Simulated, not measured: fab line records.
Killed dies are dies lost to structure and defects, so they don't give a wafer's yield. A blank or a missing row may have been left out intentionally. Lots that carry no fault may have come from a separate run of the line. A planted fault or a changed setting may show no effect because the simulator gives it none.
Split-lot experiment	flow n5-finfet	7 lots, 39 wafers read, on a route of 1938 steps

THE SPLIT ITSELF
At N5_FIN_SAQP_HM_DEP_72 (deposits SiO2 from SiH4/N2O, target thk 12 nm, time 7.2 s), the setting time-s was moved away from the recipe's 7.2 s on 15 of the 39 wafers read, by -54.1% to +42.1%. This setting was run at the recipe's value on the other wafers.

FROM THE SPLIT TO THE READING: what the file shows between them, 4 steps
- N5_FIN_SAQP_COAT_49: time 60 s, resist thk 100 nm
- N5_FIN_SAQP_COAT_50: time 60 s, resist thk 35 nm
- N5_FIN_SAQP_ETCH_52: etches SOC in N2/H2, target depth 100 nm, overetch 20 nm, time 150 s
- N5_FIN_SAQP_STRIP_53: strips in N2/H2

THE READING
etch.depth-nm (the simulator's own value, which no gauge read), in nm, at N5_FIN_SAQP_HM_OPEN_73 (chemistry CHF3/O2, target SiO2, stops on a-Si, target depth 12 nm, time 16.8 s). The file does not state a usual value for it. Across the 24 wafers here that went through the recipe, the average is 12.012 nm and the standard deviation 0.21 nm.

wafer	tool, chamber at the split	time-s as run, s	against the recipe	etch.depth-nm, nm	against lot-mates on the recipe
L074.1	pecvd-03, 1	7.2	recipe	11.82	-
L074.2	pecvd-03, 2	3.306	-54.1%	5.391	-6.582
L074.3	pecvd-03, 0	7.2	recipe	11.95	-
L074.4	pecvd-03, 1	3.306	-54.1%	5.477	-6.496
L074.5	pecvd-03, 0	3.306	-54.1%	5.585	-6.388
L074.6	pecvd-03, 2	7.2	recipe	12.15	-
L082.1	pecvd-03, 1	7.2	recipe	11.84	-
L082.2	pecvd-03, 0	5.79	-19.6%	9.774	-2.266
L082.3	pecvd-03, 2	7.2	recipe	12.01	-
L082.4	pecvd-03, 1	5.79	-19.6%	9.599	-2.441
L082.5	pecvd-03, 2	5.79	-19.6%	9.65	-2.390
L082.6	pecvd-03, 0	7.2	recipe	12.27	-
L083.1	pecvd-04, 1	8.976	+24.7%	15.09	+2.943
L083.2	pecvd-04, 2	8.976	+24.7%	14.94	+2.793
L083.3	pecvd-04, 0	7.2	recipe	12.03	-
L083.4	pecvd-04, 1	7.2	recipe	12.24	-
L083.5	pecvd-04, 0	7.2	recipe	12.17	-
L083.6	pecvd-04, 2	8.976	+24.7%	15.18	+3.033
L085.1	pecvd-02, 2	7.2	recipe	11.79	-
L085.3	pecvd-02, 0	7.2	recipe	12.09	-
L085.6	pecvd-02, 0	7.2	recipe	12.27	-
L089.1	pecvd-04, 2	10.23	+42.1%	17.14	+5.067
L089.2	pecvd-04, 0	7.2	recipe	11.84	-
L089.3	pecvd-04, 1	7.2	recipe	12.03	-
L089.4	pecvd-04, 2	10.23	+42.1%	17.22	+5.147
L089.5	pecvd-04, 1	7.2	recipe	12.35	-
L089.6	pecvd-04, 0	10.23	+42.1%	16.91	+4.837
L093.1	pecvd-02, 1	7.2	recipe	11.71	-
L093.2	pecvd-02, 2	7.2	recipe	11.59	-
L093.3	pecvd-02, 0	7.2	recipe	11.88	-
L093.4	pecvd-02, 0	7.2	recipe	11.88	-
L093.5	pecvd-02, 1	7.2	recipe	11.99	-
L093.6	pecvd-02, 2	7.2	recipe	11.79	-
L094.1	pecvd-03, 2	4.43	-38.5%	7.612	-4.585
L094.2	pecvd-03, 0	7.2	recipe	12.31	-
L094.3	pecvd-03, 1	7.2	recipe	11.92	-
L094.4	pecvd-03, 0	7.2	recipe	12.36	-
L094.5	pecvd-03, 2	4.43	-38.5%	7.749	-4.448
L094.6	pecvd-03, 1	4.43	-38.5%	7.377	-4.820

THE FIT
A straight line over all 39 wafers: etch.depth-nm changes by +0.12 nm for each +1% of time-s; r = +1.00; the points scatter about the line by 0.19 nm.
The same after taking each lot's own level away (the mean of its wafers on the recipe; 39 wafers): +0.12 nm for each +1%; r = +1.00; scatter 0.15 nm.
The reading moves by 6.5 nm for the largest change in time-s, on that fit.
From 11.8067 to 12.1967 nm: that is the span of the lots' own levels, equal to 1.8 times the standard deviation above.
Hence the lot-to-lot level has little effect on the slope; both slopes agree.
Check: for one of the wafers moved furthest among these (-54.1%), held out of the fit, the line's prediction against its lot-mates is -6.46 nm. It came out at -6.58 nm against them.

THE WHOLE CHAIN: every reading that the file lists as answering this split, in the file's order
step	what it does	reading	change (the file's fit)	r (the file's)
N5_FIN_SAQP_HM_DEP_72	deposits SiO2 from SiH4/N2O, target thk 12 nm, time 7.2 s	SiO2_of_FIN_SAQP_HM_DEP_72.thk-nm (the simulator's own value, which no gauge read)	+0.12 nm for each +1% of the setting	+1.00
N5_FIN_SAQP_HM_OPEN_73	chemistry CHF3/O2, target SiO2, stops on a-Si, target depth 12 nm, time 16.8 s	etch.depth-nm (the simulator's own value, which no gauge read)	+0.12 nm for each +1% of the setting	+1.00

THE FILE'S OWN FIT
etch.depth-nm changes by +0.12 nm for each +1% of time-s, r = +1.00.
